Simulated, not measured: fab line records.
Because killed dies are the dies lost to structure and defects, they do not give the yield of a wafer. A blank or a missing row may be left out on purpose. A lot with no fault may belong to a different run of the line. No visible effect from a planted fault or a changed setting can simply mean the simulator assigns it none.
fab line records || flow n5-finfet
record {"lots": 4, "wafers": 12, "last-day": 19}
route steps=1938 shown GATE_CUT@485 MOL_CONTACT_COAG@517 PASSIVATION@1936
lots untouched by any fault: they come from a run of this same line in which no faults occurred
start-h: start of the lot's first displayed wafer, in hours after the record's first day || wait-h: time in hours since the lot's previous step || " same as the row above || L1.1+2: one row covering several wafers at once || - either no value or no given start || * or withheld: withheld || < > ~ a bound
route shown NAME@n: names a module that has steps shown in the file, with the first one's number in the route || usual: mean and standard deviation over wafers with no fault || same: alike in all rows || chamber/n: place in a boat || sites: each site's reading || _std_site: standard deviation across them || _edge_site: outer sites' mean less inner sites' || radius-mm: how far each site lies from the wafer's centre || mask NAME#n: copy n || behind: the most recent tool/chamber to have shaped the wafer || hold: why the lot was held/for how many hours/how that ended || device: transistor that didn't switch, given as n, p or np || end of line: the same wafers' tests at the end of the route || a step without rows: its recipe alone || killed: dies lost to structure and defects at the first sort, not the wafer's yield || map: the dies of a wafer, with x for killed, . for not killed, _ for no die there
set.NAME: the setting the step ran with; set.NAME@STEP: the setting that earlier step ran with || model.NAME: the simulator's own value behind a step, which no gauge read
lots at selected steps of the route; one table per step, one row per wafer
services: the hour from which a tool's chamber was out of use, counted from the record's first day as start-h (under 0 if before that day), plus the number of hours and why
## steps
# step N5_GATE_CUT_PEB_11
# recipe {"peb-temp-c": 100, "peb-time-s": 60, "resist": "CAR-EUV"}
# step N5_GATE_CUT_DEVELOP_12
# recipe {"develop-time-s": 30, "developer": "TMAH", "resist": "CAR-EUV", "rinse-liquid": "surfactant-rinse", "dry": "air-spin", "dev-temp-c": 23}
# step N5_GATE_CUT_DESCUM_18
# recipe {"chemistry": "O2", "time-s": 7, "source-power-w": 50, "bias-power-w": 20, "pressure-mtorr": 20, "rf-frequency-hz": 2.712e+07, "temp-c": 40, "resist": "CAR-EUV", "o2-flow-sccm": 225}
# step N5_GATE_CUT_ETCH_28
# recipe {"chemistry": "N2/H2", "target": "underlayer", "target-depth-a": 130, "mask-material": "CAR-EUV", "time-s": 10.4, "ion-energy-ev": 200, "pressure-mtorr": 30, "source-w": 840, "bias-w": 150, "n2-flow-sccm": 200, "h2-flow-sccm": 200, "ends": "cleared"}
# step N5_GATE_CUT_ETCH_36
# recipe {"chemistry": "CF4", "target": "SiARC", "target-depth-a": 130, "mask-material": "CAR-EUV", "time-s": 21.7, "ion-energy-ev": 80, "pressure-mtorr": 40, "source-w": 545, "bias-w": 36, "Ar_flow_sccm": 100, "cf4-flow-sccm": 100, "ends": "cleared"}
# step N5_GATE_CUT_ETCH_37
# recipe {"chemistry": "N2/H2", "target": "SOC", "target-depth-a": 600, "overetch-a": 120, "mask-material": "SiARC", "temp-c": 40, "time-s": 90, "ion-energy-ev": 200, "pressure-mtorr": 30, "source-w": 840, "bias-w": 150, "n2-flow-sccm": 200, "h2-flow-sccm": 200}
# step N5_GATE_CUT_STRIP_38
# recipe {"chemistry": "N2/H2", "temp-c": 40, "n2-flow-sccm": 200, "h2-flow-sccm": 200, "rf-frequency-hz": 6e+07}
# step N5_GATE_CUT_STRIP_39
# recipe {"chemistry": "N2/H2", "temp-c": 40, "n2-flow-sccm": 200, "h2-flow-sccm": 200, "rf-frequency-hz": 6e+07}
# step N5_GATE_CUT_HM_OPEN_40
# recipe {"chemistry": "C4F6/O2", "target": "SiO2", "mask-material": "SiARC", "target-depth-a": 1390, "time-s": 85.1, "ion-energy-ev": 250, "pressure-mtorr": 30, "source-w": 345, "bias-w": 185, "Ar_flow_sccm": 300, "C4F6_flow_sccm": 10, "O2_flow_sccm": 10, "ends": "cleared"}
# step N5_GATE_CUT_STRIP_41
# recipe {"chemistry": "CF4", "resist": "SiARC", "power-w": 300, "bias-power-w": 75, "pressure-mtorr": 50, "cf4-flow-sccm": 150, "rf-frequency-hz": 6e+07}
# usual {"chamber-pressure-mTorr": "50.00/0.051", "drypump-motor-current-A": "5.7/0.54", "oes-product-au": "0.185/0.018", "rf-vpp-V": "271.2/1.4", "showerhead-plenum-p-Torr": "1.80/0.052", "throttle-valve-pct": "13.55/0.26"}
{"lot.wafer": "L573.1", "tool": "rie-diel-06", "chamber": 3, "start-h": 127.40, "wait-h": 0.0, "chamber-pressure-mTorr": 49.97, "drypump-motor-current-A": 5.9, "oes-product-au": 0.185, "rf-hours-counter-h": 133, "rf-vpp-V": 271.9, "showerhead-plenum-p-Torr": 1.81, "throttle-valve-pct": 13.53}
{"lot.wafer": "L573.2", "tool": "rie-diel-06", "chamber": 2, "start-h": 127.40, "wait-h": 0.0, "chamber-pressure-mTorr": 50.00, "drypump-motor-current-A": 6.0, "oes-product-au": 0.175, "rf-hours-counter-h": 140, "rf-vpp-V": 272.4, "showerhead-plenum-p-Torr": 1.87, "throttle-valve-pct": 13.58}
{"lot.wafer": "L573.4", "tool": "rie-diel-06", "chamber": 3, "start-h": 127.40, "wait-h": 0.0, "chamber-pressure-mTorr": 50.05, "drypump-motor-current-A": 6.0, "oes-product-au": 0.184, "rf-hours-counter-h": "-", "rf-vpp-V": 270.8, "showerhead-plenum-p-Torr": 1.81, "throttle-valve-pct": 13.52}
{"lot.wafer": "L579.1", "tool": "rie-diel-06", "chamber": 1, "start-h": 164.31, "wait-h": 0.0, "chamber-pressure-mTorr": 50.02, "drypump-motor-current-A": 5.2, "oes-product-au": 0.227, "rf-hours-counter-h": 5, "rf-vpp-V": 274.0, "showerhead-plenum-p-Torr": 1.84, "throttle-valve-pct": 13.51}
{"lot.wafer": "L579.2", "tool": "rie-diel-06", "chamber": 0, "start-h": 164.31, "wait-h": 0.0, "chamber-pressure-mTorr": 50.00, "drypump-motor-current-A": 6.6, "oes-product-au": 0.211, "rf-hours-counter-h": 27, "rf-vpp-V": 273.5, "showerhead-plenum-p-Torr": 1.84, "throttle-valve-pct": 13.06}
{"lot.wafer": "L579.3", "tool": "rie-diel-06", "chamber": 3, "start-h": 164.31, "wait-h": 0.0, "chamber-pressure-mTorr": 50.00, "drypump-motor-current-A": 5.9, "oes-product-au": 0.182, "rf-hours-counter-h": 145, "rf-vpp-V": 271.5, "showerhead-plenum-p-Torr": 1.81, "throttle-valve-pct": 13.55}
{"lot.wafer": "L580.1", "tool": "rie-diel-06", "chamber": 2, "start-h": 172.49, "wait-h": 0.0, "chamber-pressure-mTorr": 49.92, "drypump-motor-current-A": 6.0, "oes-product-au": 0.171, "rf-hours-counter-h": 155, "rf-vpp-V": 271.2, "showerhead-plenum-p-Torr": 1.87, "throttle-valve-pct": 13.61}
{"lot.wafer": "L580.5", "tool": "rie-diel-06", "chamber": 1, "start-h": 172.49, "wait-h": 0.0, "chamber-pressure-mTorr": 49.97, "drypump-motor-current-A": 5.2, "oes-product-au": 0.223, "rf-hours-counter-h": "-", "rf-vpp-V": 272.9, "showerhead-plenum-p-Torr": 1.83, "throttle-valve-pct": 13.53}
{"lot.wafer": "L580.6", "tool": "rie-diel-06", "chamber": 0, "start-h": 172.49, "wait-h": 0.0, "chamber-pressure-mTorr": 49.99, "drypump-motor-current-A": 6.6, "oes-product-au": 0.214, "rf-hours-counter-h": "-", "rf-vpp-V": 272.1, "showerhead-plenum-p-Torr": 1.84, "throttle-valve-pct": 13.06}
{"lot.wafer": "L588.1", "tool": "rie-diel-01", "chamber": 1, "start-h": 216.51, "wait-h": 0.0, "chamber-pressure-mTorr": 50.05, "drypump-motor-current-A": 5.8, "oes-product-au": 0.167, "rf-hours-counter-h": 201, "rf-vpp-V": 269.2, "showerhead-plenum-p-Torr": 1.72, "throttle-valve-pct": 13.83}
{"lot.wafer": "L588.4", "tool": "rie-diel-01", "chamber": 0, "start-h": 216.51, "wait-h": 0.0, "chamber-pressure-mTorr": 50.05, "drypump-motor-current-A": 6.0, "oes-product-au": 0.164, "rf-hours-counter-h": 183, "rf-vpp-V": 270.5, "showerhead-plenum-p-Torr": 1.79, "throttle-valve-pct": 13.85}
{"lot.wafer": "L588.5", "tool": "rie-diel-01", "chamber": 0, "start-h": 216.51, "wait-h": 0.0, "chamber-pressure-mTorr": 50.01, "drypump-motor-current-A": 6.0, "oes-product-au": 0.162, "rf-hours-counter-h": "-", "rf-vpp-V": 271.3, "showerhead-plenum-p-Torr": 1.79, "throttle-valve-pct": 13.85}
# step N5_GATE_CUT_STRIP_42
# recipe {"chemistry": "O2", "power-w": 400, "temp-c": 40, "pressure-mtorr": 30, "rf-frequency-hz": 6e+07, "bias-power-w": 0, "overash-fraction": 0.3, "o2-flow-sccm": 225}
# step N5_GATE_CUT_ETCH_19
# recipe {"chemistry": "CH3F/O2", "target": "SiNx", "mask-material": "SiO2", "target-depth-a": 537, "time-s": 76.7, "pressure-mtorr": 30, "source-w": 395, "bias-w": 73, "Ar_flow_sccm": 150, "CH3F_flow_sccm": 30, "O2_flow_sccm": 20, "ion-energy-ev": 120, "ends": "cleared"}
# step N5_GATE_CUT_CUT_ETCH_53
# recipe {"chemistry": "SF6/Cl2", "target": "W", "mask-material": "SiO2", "target-depth-a": 792, "pressure-mtorr": 8, "icp-w": 900, "bias-w": 80, "SF6_flow_sccm": 40, "Cl2_flow_sccm": 60, "ends": "cleared"}
# step N5_GATE_CUT_CUT_ETCH_54
# recipe {"chemistry": "Cl2/BCl3", "target": "TiN", "mask-material": "SiO2", "target-depth-a": 967, "pressure-mtorr": 10, "icp-w": 1000, "bias-w": 126, "Cl2_flow_sccm": 53.25, "bcl3-flow-sccm": 21.75, "Ar_flow_sccm": 25, "ends": "cleared"}
# step N5_GATE_CUT_CUT_ETCH_55
# recipe {"chemistry": "BCl3", "target": "HfO2", "mask-material": "SiO2", "target-depth-a": 32, "ion-energy-ev": 30, "pressure-mtorr": 5, "icp-w": 450, "bias-w": 18, "bcl3-flow-sccm": 80}
# step N5_GATE_CUT_ETCH_47
# recipe {"chemistry": "Cl2/BCl3", "target": "SiO2", "target-depth-a": 100, "pressure-mtorr": 10, "icp-w": 1000, "bias-w": 126, "Cl2_flow_sccm": 53.25, "bcl3-flow-sccm": 21.75, "Ar_flow_sccm": 25}
# step N5_GATE_CUT_VAPOR_ETCH_48
# recipe {"chemistry": "BCl3/Cl2", "target": "TiN", "mode": "isotropic"}
# step N5_GATE_CUT_VAPOR_ETCH_49
# recipe {"chemistry": "BCl3/Cl2", "target": "TiAlC", "mode": "isotropic"}
# step N5_GATE_CUT_VAPOR_ETCH_51
# recipe {"chemistry": "BCl3/Cl2", "target": "HfO2", "mode": "isotropic"}
# step N5_GATE_CUT_STRIP_21
# recipe {"chemistry": "N2/H2", "time-s": 30, "power-w": 1000, "temp-c": 250, "pressure-mtorr": "withheld", "n2-flow-sccm": 1750, "h2-flow-sccm": 3250}
# step N5_GATE_CUT_STRIP_29
# recipe {"chemistry": "post-etch-residue-remover", "time-s": 60, "temp-c": 25, "remover-ph": "withheld", "remover-water-wt-pct": "withheld", "remover-fluoride-wt-pct": "withheld"}
# step N5_GATE_CUT_SRD_52
# recipe {"dry": "ipa-marangoni", "time-s": 30, "temp-c": 23, "rinse-liquid": "diw"}
# step N5_GATE_CUT_ALD_22
# recipe {"material": "SiNx", "target-thk-a": 160, "temp-c": 400, "ald-precursor-family": "SiH2I2", "ald-co-reactant": "N2/H2-plasma", "pulse-time-s": 1, "ald-cycles": 320, "purge-time-s": 2, "co-reactant-purge-time-s": 2, "pressure-torr": 2}
# step N5_GATE_CUT_CMP_23
# recipe {"stop-on": "SiO2", "t-overpolish-s": 23.4, "post-cmp-clean": "alkaline-brush", "down-force-psi": 2.5, "platen-rpm": 51.8, "pad-velocity-m-s": 1.0307, "target-thk-nm": 16}
# step N5_GATE_CUT_CMP_43
# recipe {"material": "SiO2", "post-cmp-clean": "rinse-only"}
# step N5_GATE_CUT_CMP_61
# recipe {"stop-on": "SiNx", "t-overpolish-s": 3, "post-cmp-clean": "alkaline-brush", "down-force-psi": 4, "platen-rpm": 27.09, "pad-velocity-m-s": 0.539}
# step N5_MOL_CONTACT_COAG_COAT_103
# recipe {"resist": "SOC", "temp-c": 250, "time-s": 60, "spin-rpm": 1500, "resist-thk-nm": 80}
# step N5_MOL_CONTACT_COAG_COAT_104
# recipe {"resist": "SiARC", "temp-c": 220, "time-s": 60, "spin-rpm": 1500, "resist-thk-nm": 12}
# step N5_MOL_CONTACT_COAG_COAT_58
# recipe {"resist": "underlayer", "temp-c": 205, "time-s": 60, "spin-rpm": 1500, "resist-thk-nm": 10}
# step N5_MOL_CONTACT_COAG_COAT_02
# recipe {"resist": "CAR-EUV", "spin-rpm": 1500, "resist-thk-nm": 30}
# step N5_MOL_CONTACT_COAG_EBR_04
# recipe {"solvent": "PGMEA", "ebr-width-mm": 1.5}
# step N5_MOL_CONTACT_COAG_SOFTBAKE_03
# recipe {"temp-c": 110, "time-s": 60, "resist": "CAR-EUV"}
# step N5_MOL_CONTACT_COAG_EXPOSE_05
# recipe {"mask-id": "CA", "na": 0.33, "source-shape": "annular", "sigma-inner": 0.4, "sigma-outer": 0.8, "polarization": "unpolarized", "defocus-nm": 0, "dose-mj": 38.25}
# step N5_MOL_CONTACT_COAG_PEB_06
# recipe {"peb-temp-c": 100, "peb-time-s": 60, "resist": "CAR-EUV"}
# step N5_MOL_CONTACT_COAG_DEVELOP_07
# recipe {"develop-time-s": 30, "developer": "TMAH", "resist": "CAR-EUV", "rinse-liquid": "surfactant-rinse", "dry": "air-spin", "dev-temp-c": 23}
# step N5_PASSIVATION_PROBE_49
# usual {"defect-limited-yield": "91.6/1.4", "killed_at_M0_to_M3": "35/10", "killed_at_M4_up": "13/4.8", "killed-at-contacts": "12/7.2", "killed-at-front-end": "36/12", "killed-at-other": "4/3.1", "killed-dies": "100/17", "killed-on-rim": "13/4.2", "killed-open": "66/13", "killed-short": "32/7.3", "sort_bin_5_function": "5.0/0.94", "sort_bin_6_memory": "3.1/0.67", "sort_bin_8_speed": "0.01/0.047", "sort-n-pass": "1080/17"}
# same {"gross-dies": 1180, "killed-at-back-side": 0, "sort_bin_4_leakage[%]": 0}
{"lot.wafer": "L573.1", "tool": "prober-01", "chamber": "-", "start-h": 356.78, "wait-h": 0.0, "defect-limited-yield[%]": 92.5, "killed_at_M0_to_M3": 23, "killed_at_M4_up": 9, "killed-at-contacts": 12, "killed-at-front-end": 38, "killed-at-other": 7, "killed-dies": 89, "killed-on-rim": 16, "killed-open": 58, "killed-short": 30, "sort_bin_5_function[%]": 3.9, "sort_bin_6_memory[%]": 3.4, "sort_bin_8_speed[%]": 0, "sort-n-pass": 1091}
{"lot.wafer": "L573.2", "tool": "prober-01", "chamber": "-", "start-h": 356.83, "wait-h": 0.1, "defect-limited-yield[%]": 91.6, "killed_at_M0_to_M3": 29, "killed_at_M4_up": 20, "killed-at-contacts": 12, "killed-at-front-end": 36, "killed-at-other": 2, "killed-dies": 99, "killed-on-rim": 11, "killed-open": 62, "killed-short": 37, "sort_bin_5_function[%]": 4.7, "sort_bin_6_memory[%]": 3.6, "sort_bin_8_speed[%]": 0, "sort-n-pass": 1081}
{"lot.wafer": "L573.4", "tool": "prober-01", "chamber": "-", "start-h": 356.93, "wait-h": 0.2, "defect-limited-yield[%]": 92.4, "killed_at_M0_to_M3": 25, "killed_at_M4_up": 10, "killed-at-contacts": 9, "killed-at-front-end": 42, "killed-at-other": 4, "killed-dies": 90, "killed-on-rim": 17, "killed-open": 57, "killed-short": 33, "sort_bin_5_function[%]": 4.2, "sort_bin_6_memory[%]": 3.1, "sort_bin_8_speed[%]": 0, "sort-n-pass": 1090}
{"lot.wafer": "L579.1", "tool": "prober-01", "chamber": "-", "start-h": 389.01, "wait-h": 0.0, "defect-limited-yield[%]": 84.9, "killed_at_M0_to_M3": 29, "killed_at_M4_up": 16, "killed-at-contacts": 13, "killed-at-front-end": 116, "killed-at-other": 4, "killed-dies": 178, "killed-on-rim": 30, "killed-open": 75, "killed-short": 33, "sort_bin_5_function[%]": 9.5, "sort_bin_6_memory[%]": 3.7, "sort_bin_8_speed[%]": 0, "sort-n-pass": 1002}
{"lot.wafer": "L579.2", "tool": "prober-01", "chamber": "-", "start-h": 389.06, "wait-h": 0.1, "defect-limited-yield[%]": 82.5, "killed_at_M0_to_M3": 30, "killed_at_M4_up": 9, "killed-at-contacts": 7, "killed-at-front-end": 158, "killed-at-other": 3, "killed-dies": 207, "killed-on-rim": 15, "killed-open": 66, "killed-short": 24, "sort_bin_5_function[%]": 10.8, "sort_bin_6_memory[%]": 4.5, "sort_bin_8_speed[%]": 0, "sort-n-pass": 973}
{"lot.wafer": "L579.3", "tool": "prober-01", "chamber": "-", "start-h": 389.11, "wait-h": 0.1, "defect-limited-yield[%]": 83.1, "killed_at_M0_to_M3": 35, "killed_at_M4_up": 14, "killed-at-contacts": 11, "killed-at-front-end": 136, "killed-at-other": 4, "killed-dies": 200, "killed-on-rim": 34, "killed-open": 68, "killed-short": 35, "sort_bin_5_function[%]": 10.8, "sort_bin_6_memory[%]": 4.2, "sort_bin_8_speed[%]": 0.17, "sort-n-pass": 980}
{"lot.wafer": "L580.1", "tool": "prober-02", "chamber": "-", "start-h": 407.17, "wait-h": 0.0, "defect-limited-yield[%]": 85.8, "killed_at_M0_to_M3": 38, "killed_at_M4_up": 17, "killed-at-contacts": 6, "killed-at-front-end": 104, "killed-at-other": 2, "killed-dies": 167, "killed-on-rim": 22, "killed-open": 70, "killed-short": 18, "sort_bin_5_function[%]": 9.2, "sort_bin_6_memory[%]": 3.5, "sort_bin_8_speed[%]": 0, "sort-n-pass": 1013}
{"lot.wafer": "L580.5", "tool": "prober-02", "chamber": "-", "start-h": 407.37, "wait-h": 0.2, "defect-limited-yield[%]": 84.0, "killed_at_M0_to_M3": 48, "killed_at_M4_up": 12, "killed-at-contacts": 11, "killed-at-front-end": 116, "killed-at-other": 2, "killed-dies": 189, "killed-on-rim": 31, "killed-open": 73, "killed-short": 36, "sort_bin_5_function[%]": 10.2, "sort_bin_6_memory[%]": 4.2, "sort_bin_8_speed[%]": 0, "sort-n-pass": 991}
{"lot.wafer": "L580.6", "tool": "prober-02", "chamber": "-", "start-h": 407.42, "wait-h": 0.3, "defect-limited-yield[%]": 83.9, "killed_at_M0_to_M3": 30, "killed_at_M4_up": 20, "killed-at-contacts": 4, "killed-at-front-end": 136, "killed-at-other": 0, "killed-dies": 190, "killed-on-rim": 7, "killed-open": 49, "killed-short": 20, "sort_bin_5_function[%]": 11.2, "sort_bin_6_memory[%]": 3.1, "sort_bin_8_speed[%]": 0, "sort-n-pass": 990}
{"lot.wafer": "L588.1", "tool": "prober-01", "chamber": "-", "start-h": 446.15, "wait-h": 0.0, "defect-limited-yield[%]": 88.9, "killed_at_M0_to_M3": 76, "killed_at_M4_up": 16, "killed-at-contacts": 9, "killed-at-front-end": 25, "killed-at-other": 5, "killed-dies": 131, "killed-on-rim": 10, "killed-open": 100, "killed-short": 31, "sort_bin_5_function[%]": 6.9, "sort_bin_6_memory[%]": 4.1, "sort_bin_8_speed[%]": 0, "sort-n-pass": 1049}
{"lot.wafer": "L588.4", "tool": "prober-01", "chamber": "-", "start-h": 446.30, "wait-h": 0.2, "defect-limited-yield[%]": 92.1, "killed_at_M0_to_M3": 31, "killed_at_M4_up": 14, "killed-at-contacts": 2, "killed-at-front-end": 41, "killed-at-other": 5, "killed-dies": 93, "killed-on-rim": 13, "killed-open": 60, "killed-short": 32, "sort_bin_5_function[%]": 4.9, "sort_bin_6_memory[%]": 2.7, "sort_bin_8_speed[%]": 0, "sort-n-pass": 1087}
{"lot.wafer": "L588.5", "tool": "prober-01", "chamber": "-", "start-h": 446.35, "wait-h": 0.2, "defect-limited-yield[%]": 89.6, "killed_at_M0_to_M3": 34, "killed_at_M4_up": 21, "killed-at-contacts": 10, "killed-at-front-end": 53, "killed-at-other": 5, "killed-dies": 123, "killed-on-rim": 15, "killed-open": 83, "killed-short": 39, "sort_bin_5_function[%]": 6.3, "sort_bin_6_memory[%]": 4.0, "sort_bin_8_speed[%]": 0, "sort-n-pass": 1057}
# killed by level:class
L573.1 MOL_CONTACT_COAG:geometric-particle:open=11 STI_FIN_REVEAL:geometric-particle:open=8 FIN_SAQP:geometric-particle:short=7 BEOL_M0_SAQP:geometric-particle:short=5 BEOL_M1:geometric-particle:open=5 FIN_SAQP:geometric-particle:open=4 DUMMY_GATE:geometric-particle:open=4 BEOL_M0_SAQP:geometric-particle:open=4
L573.2 STI_FIN_REVEAL:geometric-particle:open=17 BEOL_M4:geometric-particle:open=9 MOL_CONTACT_COAG:geometric-particle:open=8 BEOL_M0_SAQP:geometric-particle:short=8 BEOL_M1:geometric-particle:open=8 STARTING-WAFER:geometric-particle:short=4 FIN_SAQP:geometric-particle:open=4 MOL_CONTACT_COAG:geometric-particle:short=4
L573.4 FIN_SAQP:geometric-particle:open=13 BEOL_M0_SAQP:geometric-particle:short=12 STI_FIN_REVEAL:geometric-particle:open=10 BEOL_M0_SAQP:geometric-particle:open=7 MOL_CONTACT_COAG:geometric-particle:open=6 FIN_SAQP:geometric-particle:short=3 MOL_CONTACT_COAG:geometric-particle:short=3 BEOL_M1:geometric-particle:open=3
L579.1 GATE_CUT:unspecified=69 MOL_CONTACT_COAG:geometric-particle:open=12 FIN_SAQP:geometric-particle:open=10 BEOL_M1:geometric-particle:open=10 FIN_SAQP:geometric-particle:short=6 STI_FIN_REVEAL:geometric-particle:open=6 STARTING-WAFER:geometric-particle:short=6 BEOL_M0_SAQP:geometric-particle:open=6
L579.2 GATE_CUT:unspecified=117 BEOL_M1:geometric-particle:open=11 STI_FIN_REVEAL:geometric-particle:open=8 FIN_SAQP:geometric-particle:short=6 FIN_SAQP:geometric-particle:open=6 BEOL_M2:geometric-particle:open=6 STARTING-WAFER:geometric-particle:open=6 MOL_CONTACT_COAG:geometric-particle:open=5
L579.3 GATE_CUT:unspecified=92 FIN_SAQP:geometric-particle:open=13 FIN_SAQP:geometric-particle:short=8 BEOL_M1:geometric-particle:open=7 MOL_CONTACT_COAG:geometric-particle:open=7 STI_FIN_REVEAL:geometric-particle:open=6 BEOL_M2:geometric-particle:open=6 BEOL_M3:geometric-particle:open=6
L580.1 GATE_CUT:unspecified=77 BEOL_M4:geometric-particle:open=12 BEOL_M3:geometric-particle:open=9 BEOL_M0_SAQP:geometric-particle:open=8 BEOL_M1:geometric-particle:open=7 BEOL_M0_SAQP:geometric-particle:short=6 BEOL_M2:geometric-particle:open=6 STI_FIN_REVEAL:geometric-particle:open=5
L580.5 GATE_CUT:unspecified=79 BEOL_M0_SAQP:geometric-particle:short=14 BEOL_M0_SAQP:geometric-particle:open=12 BEOL_M2:geometric-particle:open=11 FIN_SAQP:geometric-particle:open=10 MOL_CONTACT_COAG:geometric-particle:open=7 STI_FIN_REVEAL:geometric-particle:open=6 BEOL_M4:geometric-particle:open=6
L580.6 GATE_CUT:unspecified=120 BEOL_M0_SAQP:geometric-particle:short=9 BEOL_M0_SAQP:geometric-particle:open=9 BEOL_M4:geometric-particle:open=9 BEOL_M2:geometric-particle:open=6 MOL_CONTACT_COAG:geometric-particle:open=4 BEOL_M6:geometric-particle:open=4 GATE_CUT:geometric-particle:open=3
L588.1 BEOL_M1:geometric-particle:open=33 BEOL_M0_SAQP:geometric-particle:short=10 BEOL_M3:geometric-particle:open=10 BEOL_M0_SAQP:geometric-particle:open=9 MOL_CONTACT_COAG:geometric-particle:open=7 BEOL_M4:geometric-particle:open=7 FIN_SAQP:geometric-particle:open=6 FIN_SAQP:geometric-particle:short=5
L588.4 FIN_SAQP:geometric-particle:short=9 BEOL_M1:geometric-particle:open=9 STI_FIN_REVEAL:geometric-particle:open=8 BEOL_M0_SAQP:geometric-particle:short=5 BEOL_M2:geometric-particle:open=5 BEOL_M4:geometric-particle:open=5 DUMMY_GATE:geometric-particle:open=4 GATE_CUT:geometric-particle:open=4
L588.5 BEOL_M4:geometric-particle:open=14 BEOL_M1:geometric-particle:open=11 FIN_SAQP:geometric-particle:short=10 STI_FIN_REVEAL:geometric-particle:open=10 MOL_CONTACT_COAG:geometric-particle:open=8 FIN_SAQP:geometric-particle:open=7 BEOL_M2:geometric-particle:open=6 STI_FIN_REVEAL:geometric-particle:short=5
# map L579.2 (x killed, . not)
_________________.x........x.________________
______________.x.........x......_____________
___________..x.........x...........__________
__________.........................._________
________.x............x..............._______
_______.......x..............x..x...x..______
______........x..x..x.x.x...x..x........_____
_____.....x......x................x......____
____........x......x....................x.___
___........................................__
___.......x................................__
__.........xx..x....x......................._
__..x.............x......x.......xx........._
_...........x.............................x..
_..........x...................x.............
_...........x............x..xx...............
_.................x..........................
_.x.....x...........x........................
_........................x..x................
_..........................x....x............
_....................x....xxxx.x.............
__.....x....x..........xxxxxxxxxx.........x._
__....................x.xxxxxxxxxxxx..x....._
___...xx.x.x..x.....x.x.xxxxxxxxxxxxxx....x__
___.......x...........x.xxxxxxxxxxxxx......__
____.x...........x..x.x.xxxxxxxxxxxx.x....___
_____...x..x............x.xxxxxxxxxx.....____
______...x.......x.....xxxxxxxxxxx.x.x.._____
_______...........xx..xxx.xxxxxxxxxxx..______
________......x......x....xx.xxx.x...x_______
__________................xxxx..xxx._________
___________..x........x.x...x.xxxx.__________
______________................x._____________
_________________............________________
# map L580.6 (x killed, . not)
_________________............________________
______________.................._____________
___________........................__________
__________....................x...x._________
________..x...............xx.....x...._______
_______.............xx.....x...........______
______.................................._____
_____.............x........x.............____
____......................................___
___..........................x.x...........__
___.............x...x..x......x............__
__.x.............x....................xx...._
__............x.x......x.......x.....x...x.._
_......x.............................x.......
_............................................
_....x..........x...x.x......................
_.......................................x..x.
_..x.............x..............x............
_....x........x.............x..x.............
_................x.......x..x.xx.x...........
_......x..........x.....x.....x.xx...........
__....................x...xxxxxxx.x........._
__....x.......x..x......xxxxxxxxxxxxx..x...._
___.................xx..xxxxxxxxxxxxx......__
___..........x...........xxxxxxxxxxxx.x....__
____......x..x..........xxxxxxxxxxxx..xx..___
_____.................xxxxxxxxxxxxxxx....____
______.x...............x.xxxxxxxxxxxx..._____
_______....x.........x...xxxxxxxxxxx...______
________........x.........xxxx.xxxx..._______
__________............x..xx..x.xxx.._________
___________...........x...x.....x.x__________
______________.......x..x......._____________
_________________........x...________________
## services
{"tool": "rie-diel-01", "chamber": 1, "start-h": 103.86, "hours": 16.6, "kind": "repair"}
{"tool": "rie-diel-06", "chamber": 1, "start-h": 125.06, "hours": "-", "kind": "clean"}
{"tool": "rie-diel-06", "chamber": 1, "start-h": 125.06, "hours": "-", "kind": "consumable-replace:focus-ring"}
{"tool": "rie-diel-06", "chamber": 1, "start-h": 125.06, "hours": 11.0, "kind": "scheduled-down"}
{"tool": "rie-diel-06", "chamber": 1, "start-h": 125.06, "hours": 11.0, "kind": "vent-cycle"}
{"tool": "rie-diel-06", "chamber": 1, "start-h": 151.90, "hours": 8.1, "kind": "repair"}
{"tool": "rie-diel-01", "chamber": "-", "start-h": 164.46, "hours": 0.3, "kind": "repair"}
{"tool": "rie-diel-06", "chamber": 3, "start-h": 170.12, "hours": 4.2, "kind": "repair"}
## key
first-sign {"step": "N5_PASSIVATION_PROBE_49", "reading": "killed-at-front-end", "direction": "up", "sigmas": 7.6, "usual": 36, "struck": 128}
effect {"step": "N5_PASSIVATION_PROBE_49", "reading": "defect-limited-yield", "direction": "down", "sigmas": 5.3, "usual": 91.6, "struck": 84.0}
more-kills-born-at {"N5_GATE_CUT_STRIP_41@rie-diel-06": 554}
met-at N5_GATE_CUT_STRIP_41
struck-wafers L579.1,L579.2,L579.3,L580.1,L580.5,L580.6
onset-between 127.40 164.31
fault {"kind": "chamber-particle-source", "tool": "rie-diel-06", "chamber": "-", "onset-h": 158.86, "steps": "N5_GATE_CUT_STRIP_41", "rate-per-visit-cm2": 0.69369, "end-h": 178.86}
